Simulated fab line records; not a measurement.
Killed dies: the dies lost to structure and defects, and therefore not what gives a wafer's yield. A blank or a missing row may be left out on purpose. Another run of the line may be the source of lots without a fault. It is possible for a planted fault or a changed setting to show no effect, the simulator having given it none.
fab line records ; flow n5Finfet
record lots=6; wafers=18; lastDay=19
route steps=1938 shown BEOL_M11@1587
lots that met no fault: taken from a fault-free run of the same line
startH: hours from the record's first day to the start of the lot's first wafer shown ; waitH: hours since the lot's step before ; " same as the row above ; L1.1+2: a single row standing in for several wafers ; - no value present, or no start provided ; * or withheld: withheld ; < > ~ a bound
route shown NAME@n: a module of which the file shows steps, and the number in the route of the first ; usual: the fault-free wafers' mean and standard deviation ; same: alike in all rows ; chamber/n: place in a boat ; sites: readings site by site ; _std_site: standard deviation across them ; _edge_site: the outer-site mean with the inner-site mean subtracted ; radiusMm: how far each site lies from the wafer's centre ; mask NAME#n: copy n ; behind: the last tool/chamber to shape the wafer ; hold: the reason the lot was held/the length of the hold in hours/how it ended ; device: which transistor (n, p or np) failed to switch ; end of line: the same wafers' tests at the end of the route ; step lacking rows: just its recipe ; killed: the dies lost at the first sort to structure and to defects; this is not the yield of the wafer ; map: per-die view of a wafer (x killed, . not killed, _ where there is no die)
set.NAME: setting as actually run; set.NAME@STEP: the setting as run at that earlier step ; model.NAME: the simulator's own value behind a step, which no gauge read
lots at some steps of the route; a table a step, a row a wafer
services: from which hour (startH, from the record's first day; less than 0 if before it) a tool's chamber was out of use, for how many hours, and why
## steps
# step N5_BEOL_M11_CURE_72
# recipe tempC=370; timeS=120; ambient=DMADMS/He; material=SiCOH_lowk
# usual lampPowerPct=52.31/0.056; wafer_temp_C_max=371.7/0.66
lot.wafer;tool;chamber;startH;waitH;lampPowerPct;wafer_temp_C_max
L800.1;uvCure-02;2;271.12;0.0;52.32;371.2
L800.4;uvCure-02;2;271.12;0.0;52.24;372.0
L800.6;uvCure-02;2;271.12;0.0;52.23;371.2
L803.2;uvCure-01;0;286.86;0.2;52.28;372.6
L803.5;uvCure-01;0;286.86;0.2;52.31;372.4
L803.6;uvCure-01;0;286.86;0.2;52.32;371.9
L806.3;uvCure-01;1;300.67;0.1;52.25;372.7
L806.4;uvCure-01;1;300.67;0.1;52.29;373.4
L806.6;uvCure-01;1;300.67;0.1;52.38;373.6
L814.2;uvCure-01;1;344.71;0.2;52.23;371.5
L814.4;uvCure-01;1;344.71;0.2;52.32;373.7
L814.5;uvCure-01;1;344.71;0.2;52.36;372.7
L818.2;uvCure-02;0;384.48;0.1;52.34;371.5
L818.4;uvCure-02;0;384.48;0.1;52.25;372.1
L818.6;uvCure-02;0;384.48;0.1;52.23;371.5
L822.2;uvCure-02;1;411.11;0.1;52.42;371.3
L822.4;uvCure-02;1;411.11;0.1;52.36;370.9
L822.5;uvCure-02;1;411.11;0.1;52.42;370.9
# step N5_BEOL_M11_DEGAS_44
# recipe ambient=vacuum; tempC=250; timeS=60
# usual heaterPowerW=344/36; susceptorTempC=249.98/0.18
lot.wafer;tool;chamber;startH;waitH;heaterPowerW;susceptorTempC
L800.1;pvdSputter-02;-;271.51;0.3;332;249.95
L800.4;pvdSputter-02;-;271.51;0.3;292;250.02
L800.6;pvdSputter-02;-;271.51;0.3;404;250.00
L803.2;pvdSputter-01;-;287.22;0.3;326;250.00
L803.5;pvdSputter-01;-;287.22;0.3;369;249.71
L803.6;pvdSputter-01;-;287.22;0.3;319;249.97
L806.3;pvdSputter-03;-;301.21;0.5;333;249.93
L806.4;pvdSputter-03;-;301.21;0.5;307;250.16
L806.6;pvdSputter-03;-;301.21;0.5;320;250.05
L814.2;pvdSputter-03;-;345.75;0.8;349;250.01
L814.4;pvdSputter-03;-;345.75;0.8;317;249.89
L814.5;pvdSputter-03;-;345.75;0.8;320;250.42
L818.2;pvdSputter-01;-;385.32;0.8;388;249.94
L818.4;pvdSputter-01;-;385.32;0.8;364;249.88
L818.6;pvdSputter-01;-;385.32;0.8;319;249.87
L822.2;pvdSputter-02;-;411.69;0.5;423;249.97
L822.4;pvdSputter-02;-;411.69;0.5;345;249.83
L822.5;pvdSputter-02;-;411.69;0.5;342;249.84
# step N5_BEOL_M11_PRE_CLEAN_45
# recipe gas=H2/He; timeS=30; tempC=250
# usual heaterPowerW=343/36; susceptorTempC=250.01/0.15
lot.wafer;tool;chamber;startH;waitH;heaterPowerW;susceptorTempC
L800.1;pvdSputter-02;-;271.55;0.0;342;249.75
L800.4;pvdSputter-02;-;271.55;0.0;295;249.77
L800.6;pvdSputter-02;-;271.55;0.0;426;250.10
L803.2;pvdSputter-01;-;287.26;0.0;309;250.00
L803.5;pvdSputter-01;-;287.26;0.0;372;249.95
L803.6;pvdSputter-01;-;287.26;0.0;317;249.98
L806.3;pvdSputter-03;-;301.25;0.0;321;250.29
L806.4;pvdSputter-03;-;301.25;0.0;316;250.11
L806.6;pvdSputter-03;-;301.25;0.0;317;250.14
L814.2;pvdSputter-03;-;345.79;0.0;349;250.12
L814.4;pvdSputter-03;-;345.79;0.0;307;249.65
L814.5;pvdSputter-03;-;345.79;0.0;305;249.93
L818.2;pvdSputter-01;-;385.36;0.0;376;250.05
L818.4;pvdSputter-01;-;385.36;0.0;373;249.74
L818.6;pvdSputter-01;-;385.36;0.0;310;250.13
L822.2;pvdSputter-02;-;411.73;0.0;405;249.77
L822.4;pvdSputter-02;-;411.73;0.0;346;249.89
L822.5;pvdSputter-02;-;411.73;0.0;339;249.93
# step N5_BEOL_M11_ALD_74
# recipe material=TaN; targetThkA=20; tempC=275; aldPrecursorFamily=PDMAT; aldCoReactant=NH3; pressureTorr=3; carrierFlowSccm=1500; pulseTimeS=2; purgeTimeS=3; coReactantPurgeTimeS=2; coReactantPulseTimeS=3; aldCycles=40; precursorVesselTempC=75; precursorVesselPressureTorr=26.25; precursorVesselCarrierSccm=1000
# step N5_BEOL_M11_SURFACE_TREAT_76
# recipe gas=Ar; timeS=*; ionEnergyEv=*; ionCurrentMaCm2=0.5; pressureMtorr=*; arFlowSccm=30
# usual throttleValvePct=*
lot.wafer;tool;chamber;startH;waitH;throttleValvePct
L800.1;pvdSputter-01;-;271.96;0.2;*
L800.4;pvdSputter-01;-;271.96;0.2;*
L800.6;pvdSputter-01;-;271.96;0.2;*
L803.2;pvdSputter-01;-;287.68;0.2;*
L803.5;pvdSputter-01;-;287.68;0.2;*
L803.6;pvdSputter-01;-;287.68;0.2;*
L806.3;pvdSputter-02;-;303.34;1.7;*
L806.4;pvdSputter-02;-;303.34;1.7;*
L806.6;pvdSputter-02;-;303.34;1.7;*
L814.2;pvdSputter-03;-;346.19;0.2;*
L814.4;pvdSputter-03;-;346.19;0.2;*
L814.5;pvdSputter-03;-;346.19;0.2;*
L818.2;pvdSputter-01;-;385.78;0.2;*
L818.4;pvdSputter-01;-;385.78;0.2;*
L818.6;pvdSputter-01;-;385.78;0.2;*
L822.2;pvdSputter-02;-;412.13;0.2;*
L822.4;pvdSputter-02;-;412.13;0.2;*
L822.5;pvdSputter-02;-;412.13;0.2;*
# step N5_BEOL_M11_CVD_75
# recipe material=Co; targetThkA=20; tempC=withheld; precursor=CCTBA/H2; pressureTorr=30; timeS=138.9
# step N5_BEOL_M11_SPUTTER_48
# recipe material=Cu; targetThkA=120; tempC=-20; biasV=60; powerW=26000; chamberPressurePa=0.13; timeS=2
# step N5_BEOL_M11_ECD_50
# recipe material=Cu; targetThkA=3180
# step N5_BEOL_M11_ANNEAL_51
# recipe tempC=225; timeS=90; ambient=N2
# usual wafer_temp_C_max=226.20/0.29
lot.wafer;tool;chamber;startH;waitH;wafer_temp_C_max
L800.1;rtpAnneal-01;0;272.43;0.1;226.79
L800.4;rtpAnneal-01;0;272.43;0.1;226.57
L800.6;rtpAnneal-01;0;272.43;0.1;226.03
L803.2;rtpAnneal-02;0;288.31;0.1;226.39
L803.5;rtpAnneal-02;0;288.31;0.1;225.96
L803.6;rtpAnneal-02;0;288.31;0.1;226.02
L806.3;rtpAnneal-02;0;303.94;0.2;226.01
L806.4;rtpAnneal-02;0;303.94;0.2;225.94
L806.6;rtpAnneal-02;0;303.94;0.2;226.36
L814.2;rtpAnneal-01;0;346.72;0.1;226.33
L814.4;rtpAnneal-01;0;346.72;0.1;226.39
L814.5;rtpAnneal-01;0;346.72;0.1;226.07
L818.2;rtpAnneal-02;0;386.42;0.2;226.32
L818.4;rtpAnneal-02;0;386.42;0.2;226.18
L818.6;rtpAnneal-02;0;386.42;0.2;226.47
L822.2;rtpAnneal-01;0;413.27;0.8;226.17
L822.4;rtpAnneal-01;0;413.27;0.8;226.03
L822.5;rtpAnneal-01;0;413.27;0.8;226.29
# step N5_BEOL_M11_CMP_52
# recipe stopOn=SiCOH_lowk; tOverpolishS=7; downForcePsi=1; platenRpm=50; clearingPlatenDownForcePsi=1.5; clearingPlatenRpm=50; postCmpClean=cuAlkaline; targetThkNm=140; clearingPlatenPadVelocityMS=0.99484; padVelocityMS=0.99484
# step N5_BEOL_M11_THK_MEAS_53
# recipe thkMeasGauge=xrf; reads=Cu_of_BEOL_M11_ECD_50
# usual M11_THK=138/3.5
lot.wafer;tool;chamber;startH;waitH;M11_THK[nm]
L800.1;filmMetro-02;-;273.04;-;132
L800.4;filmMetro-02;-;273.04;-;141
L800.6;filmMetro-02;-;273.04;-;138
L803.2;filmMetro-02;-;288.86;-;137
L803.5;filmMetro-02;-;288.86;-;137
L803.6;filmMetro-02;-;288.86;-;135
L806.3;filmMetro-01;-;304.44;-;136
L806.4;filmMetro-01;-;304.44;-;135
L806.6;filmMetro-01;-;304.44;-;138
L814.2;filmMetro-01;-;347.26;-;139
L814.4;filmMetro-01;-;347.26;-;143
L814.5;filmMetro-01;-;347.26;-;141
L818.2;filmMetro-01;-;387.20;-;141
L818.4;filmMetro-01;-;387.20;-;137
L818.6;filmMetro-01;-;387.20;-;144
L822.2;filmMetro-02;-;413.83;-;139
L822.4;filmMetro-02;-;413.83;-;141
L822.5;filmMetro-02;-;413.83;-;141
# step N5_BEOL_M11_PRE_CLEAN_55
# recipe gas=NH3; timeS=15; tempC=withheld; rfPowerW=300
# step N5_BEOL_M11_DEP_56
# recipe material=SiCN; targetThkA=300; tempC=withheld; precursor=3MS/NH3; pressureTorr=3; rfW=675; timeS=10.5
# usual showerheadPlenumPTorr=4.163/0.021; throttleValvePct=18.5/0.88
lot.wafer;tool;chamber;startH;waitH;showerheadPlenumPTorr;throttleValvePct;model.SiCN_of_BEOL_M11_DEP_56.thkNm
L800.1;pecvd-04;1;273.10;0.0;4.183;18.9;30.2
L800.4;pecvd-04;0;273.10;0.0;4.182;19.5;30.8
L800.6;pecvd-04;1;273.10;0.0;4.182;18.6;30.4
L803.2;pecvd-04;2;288.92;0.0;4.130;17.5;29.4
L803.5;pecvd-04;2;288.92;0.0;4.126;17.5;29.8
L803.6;pecvd-04;0;288.92;0.0;4.191;19.5;30.4
L806.3;pecvd-04;2;304.50;0.0;4.129;17.4;29
L806.4;pecvd-04;1;304.50;0.0;4.186;18.7;29
L806.6;pecvd-04;0;304.50;0.0;4.185;19.5;30.6
L814.2;pecvd-02;1;347.33;0.0;4.153;18.0;29.4
L814.4;pecvd-02;0;347.33;0.0;4.162;18.8;30.4
L814.5;pecvd-02;1;347.33;0.0;4.160;17.8;30.2
L818.2;pecvd-02;2;387.28;0.0;4.157;17.3;30
L818.4;pecvd-02;2;387.28;0.0;4.168;17.3;30.4
L818.6;pecvd-02;0;387.28;0.0;4.150;18.9;30.6
L822.2;pecvd-04;1;413.89;0.0;4.183;18.4;29.6
L822.4;pecvd-04;1;413.89;0.0;4.186;18.5;30.4
L822.5;pecvd-04;0;413.89;0.0;4.187;19.4;30.6
# step N5_BEOL_M11_RS_MEAS_57
# recipe thkMeasGauge=four-point-probe; reads=Cu_of_BEOL_M11_ECD_50+Co_of_BEOL_M11_CVD_75+TaN_of_BEOL_M11_ALD_74
# usual M11_RS=0.152/0.0041
lot.wafer;tool;chamber;startH;waitH;M11_RS[ohm/sq]
L800.1;filmMetro-02;-;273.16;0.0;0.159
L800.4;filmMetro-02;-;273.16;0.0;0.147
L800.6;filmMetro-02;-;273.16;0.0;0.151
L803.2;filmMetro-02;-;289.00;0.1;0.153
L803.5;filmMetro-02;-;289.00;0.1;0.154
L803.6;filmMetro-02;-;289.00;0.1;0.156
L806.3;filmMetro-01;-;304.57;0.0;0.155
L806.4;filmMetro-01;-;304.57;0.0;0.157
L806.6;filmMetro-01;-;304.57;0.0;0.152
L814.2;filmMetro-01;-;347.39;0.0;0.152
L814.4;filmMetro-01;-;347.39;0.0;0.148
L814.5;filmMetro-01;-;347.39;0.0;0.149
L818.2;filmMetro-02;-;387.36;0.1;0.147
L818.4;filmMetro-02;-;387.36;0.1;0.152
L818.6;filmMetro-02;-;387.36;0.1;0.145
L822.2;filmMetro-02;-;413.96;0.0;0.151
L822.4;filmMetro-02;-;413.96;0.0;0.148
L822.5;filmMetro-02;-;413.96;0.0;0.149
## services
tool;chamber;startH;hours;kind
pecvd-04;0;256.02;5.2;repair
uvCure-02;-;260.18;6.9;repair
pecvd-02;0;273.00;5.5;scheduledDown
pecvd-04;2;301.00;2.5;repair
pecvd-04;1;322.83;2.1;scheduledDown
uvCure-01;-;329.99;7.1;pm
pecvd-02;-;337.78;0.8;pm
uvCure-02;-;355.46;7.5;pm
pecvd-02;1;356.54;5.0;scheduledDown
uvCure-01;-;363.33;5.0;pm
uvCure-01;-;368.33;7.5;pm
uvCure-01;-;375.88;1.0;pm
uvCure-02;-;382.18;0.8;repair
pecvd-02;1;383.62;-;clean
pecvd-02;1;383.62;-;consumableReplace:showerhead
pecvd-02;1;383.62;29.0;scheduledDown
pecvd-02;1;383.62;29.0;ventCycle
uvCure-02;-;396.25;1.0;pm
pecvd-04;2;398.05;4.6;repair
pecvd-04;0;398.56;2.1;scheduledDown
pvdSputter-02;-;398.94;1.0;repair
## key
firstSign none at tools or gauges
modelEffect step=N5_BEOL_M11_DEP_56; value=SiCN_of_BEOL_M11_DEP_56.thkNm; without=30.27; struck=29.27
metAt N5_BEOL_M11_DEP_56
struckWafers L803.5,L806.3,L806.4
onsetBetween 273.10 288.92
fault kind=processParameterDrift; tool=pecvd-04; chamber=-; onsetH=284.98; steps=N5_BEOL_M11_DEP_56; channel=timeS; offset=*; shape=step; endH=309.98; scope=struckWafersOnly; actsIn=*; stated=*
